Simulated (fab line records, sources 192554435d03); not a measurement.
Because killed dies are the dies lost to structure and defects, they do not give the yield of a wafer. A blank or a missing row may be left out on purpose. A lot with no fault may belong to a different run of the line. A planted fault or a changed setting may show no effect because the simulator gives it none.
Matching of chambers || flow n5_finfet || N5_BEOL_M6_DESCUM_16 on rie_diel-01: 3 sister chambers
The step chemistry O2, time 7.9 s. 6 wafers are shown with their chamber, then 6 later ones without.

== WAFERS, EACH WITH ITS CHAMBER ==
{"wafer": "L084.6", "chamber": 1, "drypump_motor_current_A (A)": 5.63, "throttle_valve_pct (%)": 20.47}
{"wafer": "L086.2", "chamber": 3, "drypump_motor_current_A (A)": 5.25, "throttle_valve_pct (%)": 20.17}
{"wafer": "L086.3", "chamber": 0, "drypump_motor_current_A (A)": 5.34, "throttle_valve_pct (%)": 20.42}
{"wafer": "L086.4", "chamber": 0, "drypump_motor_current_A (A)": 5.35, "throttle_valve_pct (%)": 20.43}
{"wafer": "L088.1", "chamber": 3, "drypump_motor_current_A (A)": 5.24, "throttle_valve_pct (%)": 20.19}
{"wafer": "L088.3", "chamber": 1, "drypump_motor_current_A (A)": 5.62, "throttle_valve_pct (%)": 20.03}

== WAFERS WITH NO CHAMBER GIVEN ==
{"wafer": "L092.1", "drypump_motor_current_A (A)": 5.25, "throttle_valve_pct (%)": 20.20}
{"wafer": "L092.2", "drypump_motor_current_A (A)": 5.34, "throttle_valve_pct (%)": 19.98}
{"wafer": "L092.3", "drypump_motor_current_A (A)": 5.61, "throttle_valve_pct (%)": 20.05}
{"wafer": "L094.2", "drypump_motor_current_A (A)": 5.23, "throttle_valve_pct (%)": 20.20}
{"wafer": "L094.3", "drypump_motor_current_A (A)": 5.63, "throttle_valve_pct (%)": 20.06}
{"wafer": "L097.4", "drypump_motor_current_A (A)": 5.64, "throttle_valve_pct (%)": 20.06}

== WHICH CHAMBER EACH WENT THROUGH ==
{"wafer": "L092.1", "from the rows above": 3, "in truth": 3}
{"wafer": "L092.2", "from the rows above": 0, "in truth": 0}
{"wafer": "L092.3", "from the rows above": 1, "in truth": 1}
{"wafer": "L094.2", "from the rows above": 3, "in truth": 3}
{"wafer": "L094.3", "from the rows above": 1, "in truth": 1}
{"wafer": "L097.4", "from the rows above": 1, "in truth": 1}
Correctly placed: 6 of 6. Can't be placed from these rows: 0. Number placed wrongly: 0.
How it was worked out, from the rows above alone: a wafer's distance from a chamber is the root of the sum, over the readings, of the square of ((its reading less the chamber's mean) divided by the reading's scatter). If the next closest chamber is less than 2 further off than the closest, the wafer can't be placed; otherwise it belongs to the closest. A chamber's mean is the mean of its shown wafers. The scatter: take each reading less its chamber's mean, square it, sum over the shown wafers, divide by the number of wafers less the number of chambers, and take the root.
